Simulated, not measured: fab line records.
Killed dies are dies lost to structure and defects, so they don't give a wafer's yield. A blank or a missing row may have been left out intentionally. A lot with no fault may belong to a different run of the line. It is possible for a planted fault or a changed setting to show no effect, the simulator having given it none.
Which tool is to blame? + flow n5 finfet + 12 lots with 36 wafers sampled at 6 steps, on a route of 1938 steps

## WHAT EACH GAUGE READ, for each wafer
N5_BEOL_M1_OVL_MEAS_12.
| lot  | measured     | on         | M1_OVL (nm)    |
|------|--------------|------------|----------------|
| L075 | day 6 12:23  | overlay-01 | 0.7 -0.4 -0.5  |
| L077 | day 6 18:27  | overlay-01 | 0.2 0.4 0.2    |
| L079 | day 7 05:58  | overlay-01 | 0.9 1.5 1.6    |
| L081 | day 7 20:38  | overlay-01 | 0.7 -0.7 -0.3  |
| L083 | day 8 10:22  | overlay-01 | -0.4 -0.2 0.2  |
| L085 | day 9 06:15  | overlay-01 | 0.0 0.3 -0.5   |
| L087 | day 9 13:55  | overlay-02 | 0.2 0.6 -0.1   |
| L089 | day 9 15:41  | overlay-02 | 0.8 0.5 1.3    |
| L092 | day 10 17:07 | overlay-02 | -0.9 -0.8 -0.3 |
| L094 | day 10 23:31 | overlay-01 | 0.5 0.0 -0.5   |
| L096 | day 11 15:40 | overlay-02 | -0.4 0.2 0.1   |
| L091 | day 11 23:34 | overlay-02 | 1.1 -0.2 0.0   |

## WHAT TOOL EACH LOT RAN ON (gives the tool, then ch and the chambers of the sampled wafers, and finally the start)
| lot  | N5_BEOL_M0_SPUTTER_132       | N5_BEOL_M0_ANNEAL_133        | N5_BEOL_M0_ANNEAL_135        | N5_BEOL_M1_ILD_DEP_00           | N5_BEOL_M1_HM_DEP_02         |
|------|------------------------------|------------------------------|------------------------------|---------------------------------|------------------------------|
| L075 | pvd sputter-01, day 6 07:53  | pvd sputter-01, day 6 07:58  | pvd sputter-01, day 6 08:05  | pecvd-03 ch 0,1, day 6 09:27    | pvd sputter-01, day 6 11:56  |
| L077 | pvd sputter-03, day 6 14:42  | pvd sputter-03, day 6 14:47  | pvd sputter-03, day 6 14:54  | pecvd-02 ch 1,2, day 6 17:01    | pvd sputter-03, day 6 18:02  |
| L079 | pvd sputter-02, day 7 01:58  | pvd sputter-02, day 7 02:02  | pvd sputter-02, day 7 02:10  | pecvd-04 ch 0,1, day 7 03:21    | pvd sputter-02, day 7 05:31  |
| L081 | pvd sputter-03, day 7 17:18  | pvd sputter-03, day 7 17:23  | pvd sputter-03, day 7 17:30  | pecvd-04 ch 1,2, day 7 18:49    | pvd sputter-03, day 7 20:13  |
| L083 | pvd sputter-01, day 8 06:28  | pvd sputter-01, day 8 06:32  | pvd sputter-01, day 8 06:40  | pecvd-03 ch 0,2, day 8 07:49    | pvd sputter-01, day 8 09:56  |
| L085 | pvd sputter-03, day 9 01:47  | pvd sputter-03, day 9 01:52  | pvd sputter-03, day 9 01:59  | pecvd-02 ch 0,1, day 9 03:08    | pvd sputter-03, day 9 05:42  |
| L087 | pvd sputter-01, day 9 10:17  | pvd sputter-01, day 9 10:22  | pvd sputter-01, day 9 10:29  | pecvd-02 ch 0,1,2, day 9 12:04  | pvd sputter-03, day 9 13:23  |
| L089 | pvd sputter-03, day 9 12:47  | pvd sputter-03, day 9 12:52  | pvd sputter-03, day 9 12:59  | pecvd-04 ch 0,1,2, day 9 14:10  | pvd sputter-01, day 9 15:09  |
| L092 | pvd sputter-02, day 10 11:53 | pvd sputter-02, day 10 11:58 | pvd sputter-02, day 10 12:05 | pecvd-04 ch 0,1,2, day 10 15:30 | pvd sputter-02, day 10 16:34 |
| L094 | pvd sputter-03, day 10 19:40 | pvd sputter-03, day 10 19:44 | pvd sputter-03, day 10 19:52 | pecvd-03 ch 0,2, day 10 21:10   | pvd sputter-02, day 10 22:58 |
| L096 | pvd sputter-03, day 11 13:20 | pvd sputter-03, day 11 13:25 | pvd sputter-03, day 11 13:32 | pecvd-03 ch 1,2, day 11 14:41   | pvd sputter-01, day 11 15:15 |
| L091 | pvd sputter-01, day 11 20:09 | pvd sputter-01, day 11 20:14 | pvd sputter-01, day 11 20:21 | pecvd-04 ch 0,1,2, day 11 21:44 | pvd sputter-01, day 11 23:08 |
- N5_BEOL_M0_SPUTTER_132: material Cu, target thk 4 nm, time 7.37 s.
- N5_BEOL_M0_ANNEAL_133: time 60 s.
- N5_BEOL_M0_ANNEAL_135: time 60 s.
- N5_BEOL_M1_ILD_DEP_00: deposits SiOC from DEMS/O2, target thk 79 nm, time 15.3 s.
- N5_BEOL_M1_HM_DEP_02: deposits TiN, target thk 20 nm.

## THE ANSWER, worked out from the rows above alone
Rule: usual is defined by the lots themselves. The widest of any qualifying gaps counts: lots, ordered by their means at a reading, are off when they make up no more than a third of the lots, leave a main group of 4 or more, and stand apart from it by 3 or more times the standard deviation of that group's means. A main group is skipped when, at the precision printed for the reading in the tables above, its means are all equal. Also off: a lot with no number at a reading for which 4 or more lots have one. Any other lot the step has rows for is counted as sound.
Across all readings shown, no lot is off: no conclusion can be drawn from this.

## WHAT HAD BEEN PUT IN BY THE SIMULATOR
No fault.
